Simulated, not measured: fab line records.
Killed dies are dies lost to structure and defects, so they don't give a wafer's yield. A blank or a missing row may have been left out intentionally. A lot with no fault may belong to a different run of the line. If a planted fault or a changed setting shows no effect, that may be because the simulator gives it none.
Chamber matching    flow n5Finfet    N5_BEOL_M3_STRIP_19 on rieDiel-05: 4 sister chambers
The step strips in O2. 18 wafers are shown with their chamber, then 9 later ones without.

## EACH WAFER AND ITS CHAMBER
wafer   chamber  throttleValvePct (%)  showerheadPlenumPTorr (Torr)  oesProductAu (a.u.)
L075.3  1        16.97                 2.07                          0.68
L075.4  0        16.39                 2.04                          0.90
L075.5  1        16.96                 2.07                          0.68
L077.1  2        16.85                 2.02                          0.73
L077.3  1        16.97                 2.07                          0.69
L077.5  3        16.65                 2.01                          0.78
L076.2  2        16.85                 2.02                          0.72
L076.4  1        16.96                 2.07                          0.68
L076.6  2        16.86                 2.02                          0.72
L079.1  2        16.86                 2.01                          0.72
L079.4  3        16.64                 2.01                          0.78
L079.6  2        16.87                 2.01                          0.72
L082.1  2        16.88                 2.01                          0.72
L082.4  0        16.39                 2.04                          0.87
L082.6  3        16.67                 2.00                          0.77
L087.2  0        16.44                 2.03                          0.84
L087.5  3        16.68                 2.00                          0.76
L087.6  2        16.90                 2.01                          0.70

SIGNATURES, as means of the wafers listed above
reading                chamber 0  chamber 1  chamber 2  chamber 3  scatter within a chamber
throttleValvePct       16.4067    16.9650    16.8671    16.6600    0.0183
showerheadPlenumPTorr  2.0367     2.0700     2.0143     2.0050     0.00491
oesProductAu           0.8700     0.6825     0.7186     0.7725     0.0137
Rule: distance of a wafer from a chamber = root of the sum over the readings of ((wafer's reading minus chamber's mean) / reading's scatter) squared. The wafer belongs to the nearest chamber; if the next one is less than 2 further off, it can't be placed. The scatter: take each reading less its chamber's mean, square it, sum over the shown wafers, divide by the number of wafers less the number of chambers, and take the root.

## WAFERS WHOSE CHAMBER IS MISSING
wafer   throttleValvePct (%)  showerheadPlenumPTorr (Torr)  oesProductAu (a.u.)
L089.2  16.68                 2.00                          0.74
L089.3  16.57                 2.06                          0.93
L089.6  16.57                 2.06                          0.94
L091.4  16.43                 2.03                          0.85
L091.5  16.55                 2.06                          0.92
L091.6  16.90                 2.01                          0.70
L093.1  16.72                 2.00                          0.75
L093.4  16.46                 2.03                          0.84
L093.5  16.92                 2.00                          0.69

## WHICH CHAMBER EACH WENT THROUGH
wafer    from the rows above   in truth
L089.2   3                     3
L089.3   0                     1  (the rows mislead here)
L089.6   0                     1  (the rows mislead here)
L091.4   0                     0
L091.5   0                     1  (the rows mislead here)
L091.6   2                     2
L093.1   3                     3
L093.4   0                     0
L093.5   2                     2
Correct placement for 6 of the 9. Can't be placed from these rows: 0. Number placed wrongly: 3.
